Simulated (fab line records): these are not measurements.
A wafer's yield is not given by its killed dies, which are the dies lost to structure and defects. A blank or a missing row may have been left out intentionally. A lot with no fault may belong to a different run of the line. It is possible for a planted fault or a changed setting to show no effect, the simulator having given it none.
Chamber matching    flow n5_finfet    rie_diel-06 running N5_BEOL_M1_STRIP_66: 4 sister chambers
The step strips in CF4. 18 wafers are shown with their chamber, then 9 later ones without.

== WAFERS PAIRED WITH THEIR CHAMBERS ==
wafer   chamber  drypump_motor_current_A (A)  showerhead_plenum_p_Torr (Torr)  throttle_valve_pct (%)
L074.1  1        5.8                          1.73                             13.32
L074.2  3        5.5                          1.87                             13.74
L074.6  3        5.5                          1.87                             13.75
L077.2  1        5.7                          1.73                             13.33
L077.3  3        5.6                          1.87                             13.76
L077.5  0        6.4                          1.84                             13.27
L081.4  2        6.7                          1.72                             13.90
L081.5  2        6.7                          1.72                             13.91
L081.6  3        5.6                          1.87                             13.78
L085.1  3        5.6                          1.87                             13.79
L085.2  2        6.7                          1.72                             13.91
L085.6  2        6.7                          1.72                             13.92
L090.1  3        5.6                          1.86                             13.81
L090.2  1        5.7                          1.72                             13.39
L090.4  0        6.4                          1.84                             13.31
L092.1  1        5.8                          1.72                             13.40
L092.2  3        5.5                          1.86                             13.82
L092.3  0        6.4                          1.83                             13.34

SIGNATURES (means of the wafers above)
reading                   chamber 0  chamber 1  chamber 2  chamber 3  scatter within a chamber
drypump_motor_current_A   6.400      5.750      6.700      5.557      0.044
showerhead_plenum_p_Torr  1.8367     1.7250     1.7200     1.8671     0.0047
throttle_valve_pct        13.3067    13.3600    13.9100    13.7786    0.0307
Rule: for a wafer and a chamber, the distance is found by dividing, reading by reading, the gap between the wafer's reading and the chamber's mean by the reading's scatter, squaring, summing and taking the root. If the next closest chamber is less than 2 further off than the closest, the wafer can't be placed; otherwise it belongs to the closest. How the scatter is found: for the shown wafers, subtract from each reading the mean of its chamber, square and add these, divide the total by (wafers less chambers), then take the root.

== WAFERS WITHOUT THEIR CHAMBER ==
wafer   drypump_motor_current_A (A)  showerhead_plenum_p_Torr (Torr)  throttle_valve_pct (%)
L093.1  5.5                          1.86                             13.82
L093.2  6.7                          1.72                             13.95
L093.4  5.8                          1.72                             13.41
L096.2  5.8                          1.72                             13.40
L096.3  6.4                          1.83                             13.33
L096.5  5.6                          1.86                             13.84
L097.2  5.5                          1.86                             13.84
L097.4  6.7                          1.72                             13.95
L097.6  5.6                          1.86                             13.84

== EACH ONE'S CHAMBER ==
wafer   from the rows above  in truth
L093.1  3                    3
L093.2  2                    2
L093.4  1                    1
L096.2  1                    1
L096.3  0                    0
L096.5  3                    3
L097.2  3                    3
L097.4  2                    2
L097.6  3                    3
9 of 9 placed correctly. Number that these rows cannot place: 0. Number placed wrongly: 0.
